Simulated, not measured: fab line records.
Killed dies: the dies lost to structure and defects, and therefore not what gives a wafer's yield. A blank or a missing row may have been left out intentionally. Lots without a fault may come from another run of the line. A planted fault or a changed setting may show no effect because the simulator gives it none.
What tool caused it?    flow n5 finfet    24 lots, 72 wafers sampled, at 1 step of a route of 1938

WHAT THE GAUGES SHOWED, per wafer
N5_BEOL_M1_INSPECT_30: inspects for defects (brightfield).
lot   measured      on                 raw defect count
L074  day 6 02:03   defect inspect-02  397 394 341
L076  day 6 15:17   defect inspect-02  313 319 508
L075  day 6 15:34   defect inspect-01  310 416 486
L077  day 7 06:18   defect inspect-02  535 487 427
L078  day 7 06:24   defect inspect-02  331 453 318
L079  day 7 10:11   defect inspect-01  419 770 574
L080  day 7 14:07   defect inspect-01  508 374 414
L081  day 7 22:52   defect inspect-01  408 272 276
L082  day 8 04:02   defect inspect-02  503 350 477
L083  day 8 04:16   defect inspect-02  233 335 441
L084  day 8 11:53   defect inspect-01  344 361 416
L085  day 9 02:51   defect inspect-02  474 519 416
L086  day 9 07:23   defect inspect-02  328 369 432
L087  day 9 09:55   defect inspect-02  344 355 395
L088  day 9 13:05   defect inspect-02  438 442 388
L089  day 10 02:03  defect inspect-02  424 436 318
L090  day 10 03:00  defect inspect-02  425 447 391
L091  day 10 11:11  defect inspect-01  303 261 388
L092  day 10 16:08  defect inspect-02  504 412 490
L093  day 11 02:13  defect inspect-01  432 402 367
L094  day 11 02:16  defect inspect-01  454 398 346
L095  day 11 12:12  defect inspect-01  298 290 268
L096  day 11 21:06  defect inspect-02  310 397 348
L097  day 11 23:32  defect inspect-02  355 474 296

EACH LOT AND THE TOOL THAT RAN IT (in order: tool; ch and the chambers of the sampled wafers; start)
The record shows no process step preceding these readings.

WHAT THE TOOLS THEMSELVES READ (means of the sampled wafers that have a number; where no wafer has one, the mark that the record gives instead)
The record holds no such reading with a usual standard deviation.

THE ANSWER, worked out from the rows above alone
Rule: the usual values come from the lots themselves. The widest of any qualifying gaps counts: lots, ordered by their means at a reading, are off when they make up no more than a third of the lots, leave a main group of 4 or more, and stand apart from it by 3 or more times the standard deviation of that group's means. A main group is skipped when, at the precision printed for the reading in the tables above, its means are all equal. Also off: a lot with no number at a reading for which 4 or more lots have one. The other lots that the step has rows for count as sound. After the gauges, taken in route order, come the tools' own readings; for these a lot's mean is taken, as printed above. At the first step where some lot is off, the reading lying furthest off is the one used; lots without a number count as furthest.
None of the lots is off at any reading shown; this tells nothing.

WHAT THE SIMULATOR HAD INSERTED
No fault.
